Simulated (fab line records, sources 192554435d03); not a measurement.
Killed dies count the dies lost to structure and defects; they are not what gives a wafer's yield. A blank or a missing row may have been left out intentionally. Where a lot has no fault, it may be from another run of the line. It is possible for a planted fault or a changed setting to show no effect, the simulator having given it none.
Matching of chambers    flow n5Finfet    N5_FIN_SAQP_MANDREL_ETCH_22 on rieSi-03 has 4 sister chambers
The step etches a-Si in HBr/Cl2, stops on SiNx, target depth 60 nm, bt time 10 s, time 30 s. 4 wafers are shown with their chamber, then 9 later ones without.

EACH WAFER AND ITS CHAMBER
wafer   chamber  throttleValvePct (%)
L089.3  3        34.8
L089.6  1        35.1
L091.2  0        35.4
L091.6  2        35.9

WAFERS WITHOUT THEIR CHAMBER
wafer   throttleValvePct (%)
L092.1  34.8
L092.4  35.1
L092.6  35.1
L094.2  34.9
L094.3  35.4
L094.5  35.9
L095.4  35.9
L095.5  34.8
L095.6  35.9

CHAMBER TAKEN BY EACH
wafer   from the rows above  in truth
L092.1  3                    3
L092.4  1                    1
L092.6  1                    1
L094.2  3                    3
L094.3  0                    0
L094.5  2                    2
L095.4  2                    2
L095.5  3                    3
L095.6  2                    2
Correctly placed: 9 of 9. Number that these rows cannot place: 0. Placed wrongly: 0.
How it was worked out, from the rows above alone: a wafer's distance from a chamber is the root of the sum, over the readings, of the square of ((its reading less the chamber's mean) divided by the reading's scatter). If the next closest chamber is less than 2 further off than the closest, the wafer can't be placed; otherwise it belongs to the closest. For every chamber, the mean is computed from those of its wafers that are shown. The scatter: root of mean squared gap, hidden wafer to nearest shown wafer, with one shown wafer a chamber.
